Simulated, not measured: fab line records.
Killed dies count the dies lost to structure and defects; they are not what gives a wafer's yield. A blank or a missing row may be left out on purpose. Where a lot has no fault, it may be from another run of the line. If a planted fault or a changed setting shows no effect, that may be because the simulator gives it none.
Matching of chambers | flow nand-harc | NHARC_A_BLC_STRIP_29 on rie-diel-06 has 4 sister chambers
The step strips in CF4. 8 wafers are shown with their chamber, then 12 later ones without.

## WAFERS, EACH WITH ITS CHAMBER
wafer  | chamber | drypump-motor-current-A (A) | oes-product-au (a.u.)
L090.5 | 1       | 5.3                         | 1.007
L090.6 | 2       | 6.0                         | 1.005
L088.1 | 0       | 6.4                         | 1.004
L088.2 | 1       | 5.3                         | 1.012
L088.5 | 3       | 6.3                         | 1.006
L091.2 | 2       | 6.0                         | 1.005
L091.3 | 0       | 6.3                         | 0.994
L091.6 | 3       | 6.3                         | 1.001

## WAFERS WITHOUT THEIR CHAMBER
wafer  | drypump-motor-current-A (A) | oes-product-au (a.u.)
L092.1 | 5.3                         | 0.991
L092.3 | 6.3                         | 0.996
L092.4 | 6.0                         | 1.004
L093.1 | 6.4                         | 1.008
L093.2 | 5.3                         | 1.006
L093.5 | 5.4                         | 1.003
L095.2 | 5.3                         | 1.002
L095.3 | 6.4                         | 0.999
L095.6 | 6.4                         | 0.999
L097.2 | 6.0                         | 1.011
L097.4 | 6.3                         | 0.995
L097.6 | 6.4                         | 1.007

## WHICH CHAMBER EACH ONE RAN IN
wafer  | from the rows above     | in truth
L092.1 | 1                       | 1
L092.3 | can't be placed: 0 or 3 | 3
L092.4 | 2                       | 2
L093.1 | can't be placed: 0 or 3 | 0
L093.2 | 1                       | 1
L093.5 | 1                       | 1
L095.2 | 1                       | 1
L095.3 | can't be placed: 0 or 3 | 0
L095.6 | can't be placed: 0 or 3 | 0
L097.2 | 2                       | 2
L097.4 | can't be placed: 0 or 3 | 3
L097.6 | can't be placed: 0 or 3 | 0
Correct placement for 6 of the 12. Can't be placed from these rows: 6 (the true chamber is among the candidates in 6). Placed wrongly: 0.
How it was worked out, from the rows above alone: a wafer's distance from a chamber is the root of the sum, over the readings, of the square of ((its reading less the chamber's mean) divided by the reading's scatter). If the next closest chamber is less than 2 further off than the closest, the wafer can't be placed; otherwise it belongs to the closest. The mean given for a chamber averages the wafers shown for that chamber. The scatter is the square root of a quotient: the sum, over the shown wafers, of each reading's squared deviation from its chamber's mean, divided by wafers minus chambers.
